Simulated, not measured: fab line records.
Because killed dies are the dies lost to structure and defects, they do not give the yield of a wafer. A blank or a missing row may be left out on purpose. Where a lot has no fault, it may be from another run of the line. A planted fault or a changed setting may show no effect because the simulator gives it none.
fab line records + flow n5Finfet
record:
- lots: 10
- wafers: 30
- lastDay: 18
route steps=1938 shown BEOL_M3@994 BEOL_M4@1021
lots that met no fault: from a run of the same line without faults
startH: start of the lot's first displayed wafer, in hours after the record's first day + waitH: time in hours since the lot's previous step + " the same as in the row above + L1.1+2: a single row standing in for several wafers + - value missing, or start not given + * or withheld: withheld + < > ~ a bound
route shown NAME@n: NAME is a module with steps in the file, n the number in the route of the first one + usual: the fault-free wafers' mean and standard deviation + same: alike in all rows + chamber/n: place in a boat + sites: the reading at each site + _std_site: their standard deviation + _edge_site: inner sites' mean taken away from outer sites' mean + radiusMm: for every site, how far away it sits from the centre of the wafer + mask NAME#n: copy n + behind: tool/chamber where the wafer was last shaped + hold: reason for holding the lot/hours on hold/outcome of the hold + device: which transistor (n, p or np) failed to switch + end of line: the same wafers' tests at the end of the route + step lacking rows: just its recipe + killed: at the first sort, the dies lost to defects and structure; wafer yield is something else + map: the dies of a wafer, with x for killed, . for not killed, _ for no die there
set.NAME: setting as actually run; set.NAME@STEP: the setting as run at that earlier step + model.NAME: the simulator's own value behind a step, which no gauge read
the route's steps for a sample of lots (tables are steps, rows are wafers)
services: when a tool's chamber went out of use (startH, in hours from the record's first day, below 0 if earlier), for how many hours, and the reason
== steps ==
step: N5_BEOL_M3_SPUTTER_48
recipe:
- material: Cu
- targetThkA: 45
- tempC: -20
- chamberPressurePa: 0.07
- powerW: withheld
- timeS: 8.29
usual:
- chuckSensorTempC: -16.0/0.38
- throttleValvePct: 30.3/1.2
| lot.wafer | tool          | chamber | startH | waitH | chuckSensorTempC | throttleValvePct |
|-----------|---------------|---------|--------|-------|------------------|------------------|
| L908.1    | pvdSputter-02 | -       | 157.83 | 0.1   | -16.3            | 28.2             |
| L908.2    | "             | -       | "      | "     | -15.9            | 30.4             |
| L908.5    | "             | -       | "      | "     | -16.0            | 30.7             |
| L914.1    | pvdSputter-03 | -       | 198.82 | 0.2   | -15.5            | 29.0             |
| L914.2    | "             | -       | "      | "     | -16.5            | 32.0             |
| L914.3    | "             | -       | "      | "     | -16.2            | 30.1             |
| L918.2    | pvdSputter-02 | -       | 221.09 | 0.9   | -16.1            | 30.4             |
| L918.5    | "             | -       | "      | "     | -16.2            | 28.3             |
| L918.6    | "             | -       | "      | "     | -15.8            | 30.2             |
| L919.3    | pvdSputter-01 | -       | 223.86 | 0.2   | -15.5            | 29.2             |
| L919.4    | "             | -       | "      | "     | -16.4            | 30.1             |
| L919.5    | "             | -       | "      | "     | -16.3            | 30.5             |
| L920.1    | pvdSputter-03 | -       | 236.64 | 0.7   | -16.4            | 31.9             |
| L920.4    | "             | -       | "      | "     | -15.6            | 28.7             |
| L920.5    | "             | -       | "      | "     | -15.5            | 28.7             |
| L921.2    | pvdSputter-03 | -       | 240.44 | 0.1   | -15.5            | 29.1             |
| L921.3    | "             | -       | "      | "     | -16.5            | 32.8             |
| L921.5    | "             | -       | "      | "     | -16.2            | 30.3             |
| L922.1    | pvdSputter-02 | -       | 243.51 | 0.2   | -16.2            | 30.8             |
| L922.2    | "             | -       | "      | "     | -16.4            | 28.0             |
| L922.4    | "             | -       | "      | "     | -15.7            | 30.4             |
| L923.1    | pvdSputter-02 | -       | 246.35 | 0.1   | -16.1            | 30.4             |
| L923.2    | "             | -       | "      | "     | -16.2            | 28.3             |
| L923.3    | "             | -       | "      | "     | -15.9            | 30.7             |
| L924.3    | pvdSputter-02 | -       | 257.14 | 0.1   | -16.3            | 28.6             |
| L924.4    | "             | -       | "      | "     | -15.9            | 30.7             |
| L924.6    | "             | -       | "      | "     | -16.0            | 30.7             |
| L930.1    | pvdSputter-02 | -       | 292.66 | 0.2   | -15.2            | 30.7             |
| L930.3    | "             | -       | "      | "     | -15.8            | 30.3             |
| L930.6    | "             | -       | "      | "     | -16.3            | 28.2             |
step: N5_BEOL_M3_ANNEAL_49
recipe:
- tempC: 400
- timeS: 240
- ambient: vacuum
usual:
- heaterPowerW: 762/77
| lot.wafer | tool          | chamber | startH | waitH | heaterPowerW |
|-----------|---------------|---------|--------|-------|--------------|
| L908.1    | pvdSputter-02 | -       | 157.91 | 0.0   | 777          |
| L908.2    | "             | -       | "      | "     | 757          |
| L908.5    | "             | -       | "      | "     | 763          |
| L914.1    | pvdSputter-03 | -       | 198.90 | 0.0   | 706          |
| L914.2    | "             | -       | "      | "     | 814          |
| L914.3    | "             | -       | "      | "     | 736          |
| L918.2    | pvdSputter-02 | -       | 221.17 | 0.0   | 754          |
| L918.5    | "             | -       | "      | "     | 773          |
| L918.6    | "             | -       | "      | "     | 832          |
| L919.3    | pvdSputter-01 | -       | 223.94 | 0.0   | 666          |
| L919.4    | "             | -       | "      | "     | 633          |
| L919.5    | "             | -       | "      | "     | 947          |
| L920.1    | pvdSputter-03 | -       | 236.72 | 0.0   | 814          |
| L920.4    | "             | -       | "      | "     | 719          |
| L920.5    | "             | -       | "      | "     | 710          |
| L921.2    | pvdSputter-03 | -       | 240.52 | 0.0   | 721          |
| L921.3    | "             | -       | "      | "     | 667          |
| L921.5    | "             | -       | "      | "     | 743          |
| L922.1    | pvdSputter-02 | -       | 243.59 | 0.0   | 736          |
| L922.2    | "             | -       | "      | "     | 778          |
| L922.4    | "             | -       | "      | "     | 838          |
| L923.1    | pvdSputter-02 | -       | 246.43 | 0.0   | 737          |
| L923.2    | "             | -       | "      | "     | 761          |
| L923.3    | "             | -       | "      | "     | 853          |
| L924.3    | pvdSputter-02 | -       | 257.22 | 0.0   | 794          |
| L924.4    | "             | -       | "      | "     | 742          |
| L924.6    | "             | -       | "      | "     | 737          |
| L930.1    | pvdSputter-02 | -       | 292.74 | 0.0   | 831          |
| L930.3    | "             | -       | "      | "     | 818          |
| L930.6    | "             | -       | "      | "     | 776          |
step: N5_BEOL_M3_ANNEAL_89
recipe:
- tempC: 400
- timeS: 240
- ambient: vacuum
usual:
- heaterPowerW: 761/77
| lot.wafer | tool          | chamber | startH | waitH | heaterPowerW |
|-----------|---------------|---------|--------|-------|--------------|
| L908.1    | pvdSputter-02 | -       | 158.79 | 0.0   | 783          |
| L908.2    | "             | -       | "      | "     | 755          |
| L908.5    | "             | -       | "      | "     | 734          |
| L914.1    | pvdSputter-03 | -       | 199.78 | 0.0   | 724          |
| L914.2    | "             | -       | "      | "     | 823          |
| L914.3    | "             | -       | "      | "     | 736          |
| L918.2    | pvdSputter-02 | -       | 222.05 | 0.0   | 737          |
| L918.5    | "             | -       | "      | "     | 795          |
| L918.6    | "             | -       | "      | "     | 809          |
| L919.3    | pvdSputter-01 | -       | 224.82 | 0.0   | 648          |
| L919.4    | "             | -       | "      | "     | 624          |
| L919.5    | "             | -       | "      | "     | 907          |
| L920.1    | pvdSputter-03 | -       | 237.60 | 0.0   | 828          |
| L920.4    | "             | -       | "      | "     | 719          |
| L920.5    | "             | -       | "      | "     | 718          |
| L921.2    | pvdSputter-03 | -       | 241.40 | 0.0   | 702          |
| L921.3    | "             | -       | "      | "     | 662          |
| L921.5    | "             | -       | "      | "     | 732          |
| L922.1    | pvdSputter-02 | -       | 244.47 | 0.0   | 749          |
| L922.2    | "             | -       | "      | "     | 773          |
| L922.4    | "             | -       | "      | "     | 858          |
| L923.1    | pvdSputter-02 | -       | 247.31 | 0.0   | 747          |
| L923.2    | "             | -       | "      | "     | 774          |
| L923.3    | "             | -       | "      | "     | 830          |
| L924.3    | pvdSputter-02 | -       | 258.10 | 0.0   | 762          |
| L924.4    | "             | -       | "      | "     | 753          |
| L924.6    | "             | -       | "      | "     | 756          |
| L930.1    | pvdSputter-02 | -       | 293.62 | 0.0   | 823          |
| L930.3    | "             | -       | "      | "     | 854          |
| L930.6    | "             | -       | "      | "     | 781          |
step: N5_BEOL_M4_ILD_DEP_00
recipe:
- material: SiOC
- targetThkA: 790
- tempC: 350
- precursor: DEMS/O2
- pressureTorr: 5
- rfW: 500
- timeS: 15.3
usual:
- heaterPowerW: 463/57
- showerheadPlenumPTorr: 5.692/0.019
- susceptorTempC: 350.00/0.21
- throttleValvePct: 12.1/0.6
| lot.wafer | tool     | chamber | startH | waitH | heaterPowerW | showerheadPlenumPTorr | susceptorTempC | throttleValvePct |
|-----------|----------|---------|--------|-------|--------------|-----------------------|----------------|------------------|
| L908.1    | pecvd-02 | 0       | 160.72 | 0.0   | 461          | 5.680                 | 349.95         | 11.8             |
| L908.2    | "        | 1       | "      | "     | 462          | 5.722                 | 349.73         | 12.6             |
| L908.5    | "        | 2       | "      | "     | 396          | 5.667                 | 349.83         | 12.2             |
| L914.1    | pecvd-03 | 2       | 201.71 | 0.0   | 452          | 5.675                 | 350.13         | 11.3             |
| L914.2    | "        | 0       | "      | "     | 568          | 5.713                 | 349.68         | 12.5             |
| L914.3    | "        | 0       | "      | "     | 585          | 5.702                 | 349.62         | 12.2             |
| L918.2    | pecvd-03 | 0       | 224.04 | 0.0   | 575          | 5.688                 | 349.99         | 12.3             |
| L918.5    | "        | 1       | "      | "     | 462          | 5.703                 | 349.93         | 13.3             |
| L918.6    | "        | 2       | "      | "     | 441          | 5.653                 | 349.90         | 11.3             |
| L919.3    | pecvd-03 | 0       | 226.73 | 0.0   | 541          | 5.705                 | 349.67         | 12.2             |
| L919.4    | "        | 2       | "      | "     | 479          | 5.695                 | 349.92         | 11.2             |
| L919.5    | "        | 0       | "      | "     | 548          | 5.712                 | 349.73         | 12.0             |
| L920.1    | pecvd-01 | 2       | 239.51 | 0.0   | 367          | 5.693                 | 349.90         | 11.2             |
| L920.4    | "        | 2       | "      | "     | 366          | 5.676                 | 350.19         | 11.5             |
| L920.5    | "        | 0       | "      | "     | 496          | 5.671                 | 350.22         | 12.1             |
| L921.2    | pecvd-01 | 0       | 243.31 | 0.0   | 463          | 5.693                 | 349.99         | 12.1             |
| L921.3    | "        | 2       | "      | "     | 436          | 5.686                 | 349.75         | 11.5             |
| L921.5    | "        | 2       | "      | "     | 429          | 5.678                 | 349.75         | 11.2             |
| L922.1    | pecvd-03 | 2       | 246.41 | 0.0   | 434          | 5.692                 | 335.27         | 11.0             |
| L922.2    | "        | 1       | "      | "     | 498          | 5.703                 | 350.44         | 13.3             |
| L922.4    | "        | 0       | "      | "     | 555          | 5.699                 | 349.79         | 12.2             |
| L923.1    | pecvd-03 | 1       | 249.25 | 0.0   | 417          | 5.703                 | 350.06         | 13.2             |
| L923.2    | "        | 2       | "      | "     | 386          | 5.675                 | 335.38         | 11.2             |
| L923.3    | "        | 0       | "      | "     | 590          | 5.707                 | 349.80         | 12.1             |
| L924.3    | pecvd-02 | 0       | 260.01 | 0.0   | 517          | 5.676                 | 350.08         | 12.2             |
| L924.4    | "        | 0       | "      | "     | 515          | 5.685                 | 350.20         | 12.1             |
| L924.6    | "        | 2       | "      | "     | 381          | 5.663                 | 349.82         | 11.2             |
| L930.1    | pecvd-02 | 2       | 295.53 | 0.0   | 475          | 5.684                 | 350.19         | 11.2             |
| L930.3    | "        | 0       | "      | "     | 464          | 5.677                 | 350.47         | 12.1             |
| L930.6    | "        | 0       | "      | "     | 484          | 5.671                 | 350.30         | 12.3             |
step: N5_BEOL_M4_THK_MEAS_01
recipe:
- reads: SiOC_of_BEOL_M4_ILD_DEP_00
usual:
- M4_ILD_THK: 78.9/0.96
| lot.wafer | tool         | chamber | startH | waitH | M4_ILD_THK[nm] |
|-----------|--------------|---------|--------|-------|----------------|
| L908.1    | filmMetro-01 | -       | 160.78 | 0.0   | 78.4           |
| L908.2    | "            | -       | "      | "     | 77.1           |
| L908.5    | "            | -       | "      | "     | 78.8           |
| L914.1    | filmMetro-01 | -       | 201.79 | 0.1   | 78.9           |
| L914.2    | "            | -       | "      | "     | 78.8           |
| L914.3    | "            | -       | "      | "     | 80.0           |
| L918.2    | filmMetro-02 | -       | 224.11 | 0.1   | 79.1           |
| L918.5    | "            | -       | "      | "     | 79.8           |
| L918.6    | "            | -       | "      | "     | 79.6           |
| L919.3    | filmMetro-02 | -       | 226.80 | 0.1   | 78.5           |
| L919.4    | "            | -       | "      | "     | 79.1           |
| L919.5    | "            | -       | "      | "     | 79.2           |
| L920.1    | filmMetro-02 | -       | 239.58 | 0.0   | 79.4           |
| L920.4    | "            | -       | "      | "     | 80.6           |
| L920.5    | "            | -       | "      | "     | 80.4           |
| L921.2    | filmMetro-01 | -       | 243.38 | 0.1   | 79.5           |
| L921.3    | "            | -       | "      | "     | 78.7           |
| L921.5    | "            | -       | "      | "     | 79.6           |
| L922.1    | filmMetro-01 | -       | 246.48 | 0.0   | 82.2           |
| L922.2    | "            | -       | "      | "     | 78.4           |
| L922.4    | "            | -       | "      | "     | 79.8           |
| L923.1    | filmMetro-01 | -       | 249.32 | 0.0   | 78.3           |
| L923.2    | "            | -       | "      | "     | 82.1           |
| L923.3    | "            | -       | "      | "     | 78.7           |
| L924.3    | filmMetro-02 | -       | 260.08 | 0.1   | 77.3           |
| L924.4    | "            | -       | "      | "     | 78.6           |
| L924.6    | "            | -       | "      | "     | 78.4           |
| L930.1    | filmMetro-01 | -       | 295.60 | 0.0   | 78.6           |
| L930.3    | "            | -       | "      | "     | 77.9           |
| L930.6    | "            | -       | "      | "     | 79.2           |
step: N5_BEOL_M4_RC_MEAS_101
usual:
- DIBL_N: 36.5/1.4
- DIBL_P: 36.6/1.6
- IOFF_N: 0.160/0.024
- IOFF_P: 0.217/0.029
- ION_N: 674/8.7
- ION_P: 464/6.5
- SS_N: 71.6/0.47
- SS_P: 73.4/0.57
- VT_N: 250.0/2.5
- VT_P: -250/3.1
| lot.wafer | tool      | chamber | startH | waitH | DIBL_N[mV/V] | DIBL_P[mV/V] | IOFF_N[nA/um] | IOFF_P[nA/um] | ION_N[uA/um] | ION_P[uA/um] | SS_N[mV/dec] | SS_P[mV/dec] | VT_N[mV] | VT_P[mV] |
|-----------|-----------|---------|--------|-------|--------------|--------------|---------------|---------------|--------------|--------------|--------------|--------------|----------|----------|
| L908.1    | prober-02 | 0       | 174.07 | 0.0   | 34.3         | 35.8         | 0.140         | 0.193         | 663          | 465          | 71.6         | 72.8         | 250.5    | -251     |
| L908.2    | "         | 0       | "      | "     | 35.2         | 36.7         | 0.143         | 0.203         | 666          | 461          | 71.8         | 72.6         | 251.5    | -251     |
| L908.5    | "         | 0       | "      | "     | 35.5         | 36.3         | 0.152         | 0.208         | 671          | 462          | 71.7         | 73.3         | 249.1    | -249     |
| L914.1    | prober-01 | 0       | 216.01 | 0.0   | 38.3         | 38.1         | 0.188         | 0.269         | 683          | 473          | 71.7         | 74.7         | 248.0    | -245     |
| L914.2    | "         | 0       | "      | "     | 35.9         | 33.7         | 0.130         | 0.193         | 663          | 467          | 71.6         | 72.2         | 253.9    | -249     |
| L914.3    | "         | 0       | "      | "     | 37.5         | 36.4         | 0.166         | 0.238         | 663          | 462          | 72.2         | 73.8         | 250.4    | -250     |
| L918.2    | prober-02 | 0       | 242.14 | 0.2   | 39.2         | 39.4         | 0.188         | 0.213         | 679          | 461          | 72.3         | 74.0         | 248.0    | -251     |
| L918.5    | "         | 0       | "      | "     | 40.3         | 40.9         | 0.209         | 0.247         | 668          | 456          | 72.9         | 75.4         | 247.4    | -249     |
| L918.6    | "         | 0       | "      | "     | 38.9         | 39.0         | 0.170         | 0.197         | 674          | 455          | 72.2         | 74.6         | 250.9    | -254     |
| L919.3    | prober-01 | 0       | 244.15 | 0.3   | 35.7         | 35.4         | 0.134         | 0.212         | 666          | 469          | 70.7         | 72.5         | 251.2    | -249     |
| L919.4    | "         | 0       | "      | "     | 37.9         | 37.3         | 0.174         | 0.239         | 681          | 465          | 72.1         | 73.1         | 249.5    | -246     |
| L919.5    | "         | 0       | "      | "     | 36.0         | 35.4         | 0.140         | 0.210         | 675          | 468          | 71.0         | 72.9         | 249.9    | -249     |
| L920.1    | prober-01 | 0       | 257.45 | 0.0   | 36.7         | 37.3         | 0.152         | 0.193         | 677          | 458          | 72.3         | 73.5         | 249.6    | -254     |
| L920.4    | "         | 0       | "      | "     | 36.7         | 37.1         | 0.151         | 0.202         | 673          | 455          | 71.3         | 74.2         | 251.6    | -253     |
| L920.5    | "         | 0       | "      | "     | 37.4         | 37.0         | 0.160         | 0.198         | 665          | 454          | 71.6         | 73.4         | 251.6    | -254     |
| L921.2    | prober-02 | 0       | 260.42 | 0.2   | 36.8         | 37.4         | 0.157         | 0.227         | 668          | 458          | 72.0         | 74.0         | 251.6    | -247     |
| L921.3    | "         | 0       | "      | "     | 36.1         | 36.8         | 0.154         | 0.219         | 678          | 468          | 71.6         | 73.4         | 250.2    | -249     |
| L921.5    | "         | 0       | "      | "     | 36.4         | 36.4         | 0.155         | 0.219         | 678          | 469          | 70.4         | 73.7         | 251.5    | -249     |
| L923.1    | prober-02 | 0       | 263.15 | 0.0   | 35.3         | 34.9         | 0.123         | 0.158         | 667          | 452          | 71.6         | 73.2         | 255.3    | -256     |
| L923.2    | "         | 0       | "      | "     | 36.2         | 35.7         | 0.135         | 0.168         | 672          | 452          | 71.6         | 72.9         | 253.1    | -256     |
| L923.3    | "         | 0       | "      | "     | 36.7         | 36.2         | 0.145         | 0.174         | 664          | 448          | 71.8         | 72.7         | 252.7    | -255     |
| L922.1    | prober-01 | 0       | 263.39 | 0.0   | 39.6         | 40.9         | 0.225         | 0.299         | 692          | 480          | 72.1         | 74.3         | 245.3    | -246     |
| L922.2    | "         | 0       | "      | "     | 37.6         | 37.6         | 0.175         | 0.239         | 680          | 467          | 71.7         | 73.3         | 248.3    | -248     |
| L922.4    | "         | 0       | "      | "     | 34.9         | 34.8         | 0.131         | 0.190         | 664          | 463          | 70.7         | 73.4         | 250.8    | -249     |
| L924.3    | prober-02 | 0       | 270.46 | 0.3   | 35.3         | 34.2         | 0.112         | 0.167         | 653          | 454          | 71.0         | 72.3         | 253.4    | -255     |
| L924.4    | "         | 0       | "      | "     | 36.1         | 35.6         | 0.127         | 0.185         | 663          | 462          | 71.2         | 73.1         | 254.9    | -252     |
| L924.6    | "         | 0       | "      | "     | 35.7         | 35.5         | 0.127         | 0.185         | 666          | 462          | 71.4         | 73.3         | 253.7    | -252     |
| L930.1    | prober-02 | 0       | 304.14 | 0.0   | 37.0         | 36.3         | 0.169         | 0.218         | 677          | 459          | 72.2         | 72.9         | 249.2    | -251     |
| L930.3    | "         | 0       | "      | "     | 36.4         | 36.3         | 0.166         | 0.213         | 682          | 464          | 71.4         | 74.0         | 247.6    | -252     |
| L930.6    | "         | 0       | "      | "     | 36.7         | 36.4         | 0.173         | 0.222         | 680          | 464          | 72.0         | 73.8         | 247.2    | -249     |
== services ==
| tool          | chamber | startH | hours | kind                         |
|---------------|---------|--------|-------|------------------------------|
| pecvd-01      | 1       | 145.26 | 4.8   | repair                       |
| pvdSputter-03 | -       | 168.44 | 10.5  | repair                       |
| pecvd-03      | 1       | 182.27 | 23.1  | repair                       |
| pecvd-02      | 2       | 202.38 | -     | clean                        |
| pecvd-02      | 2       | 202.38 | -     | consumableReplace:showerhead |
| pecvd-02      | 2       | 202.38 | 29.0  | scheduledDown                |
| pecvd-02      | 2       | 202.38 | 29.0  | ventCycle                    |
| pecvd-03      | -       | 204.38 | 14.6  | pm                           |
| pecvd-02      | 0       | 222.07 | 5.5   | scheduledDown                |
| pecvd-02      | -       | 227.83 | 0.8   | repair                       |
| pecvd-03      | 2       | 250.98 | 2.1   | scheduledDown                |
| pecvd-02      | 1       | 254.31 | 5.5   | scheduledDown                |
| pecvd-01      | 1       | 273.93 | 5.5   | scheduledDown                |
| pecvd-03      | -       | 275.77 | 0.4   | repair                       |
| pecvd-03      | -       | 280.65 | 5.5   | pm                           |
== key ==
firstSign:
- step: N5_BEOL_M4_ILD_DEP_00
- reading: susceptorTempC
- direction: down
- sigmas: 70
- usual: *
- struck: *
effect:
- step: N5_BEOL_M4_THK_MEAS_01
- reading: M4_ILD_THK
- direction: up
- sigmas: 3.4
- usual: 78.9
- struck: 82.2
metAt N5_BEOL_M4_ILD_DEP_00
struckLots L922,L923
struckWafers L922.1,L923.2
notActingAt N5_BEOL_M3_SPUTTER_48,N5_BEOL_M3_ANNEAL_49,N5_BEOL_M3_ANNEAL_89
onsetBetween 226.73 246.41
fault:
- kind: processParameterDrift
- tool: pecvd-03
- chamber: 2
- onsetH: 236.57
- steps: N5_BEOL_M4_ILD_DEP_00
- channel: tempC
- offset: *
- shape: step
- endH: 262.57
- actsIn: *
- stated: *
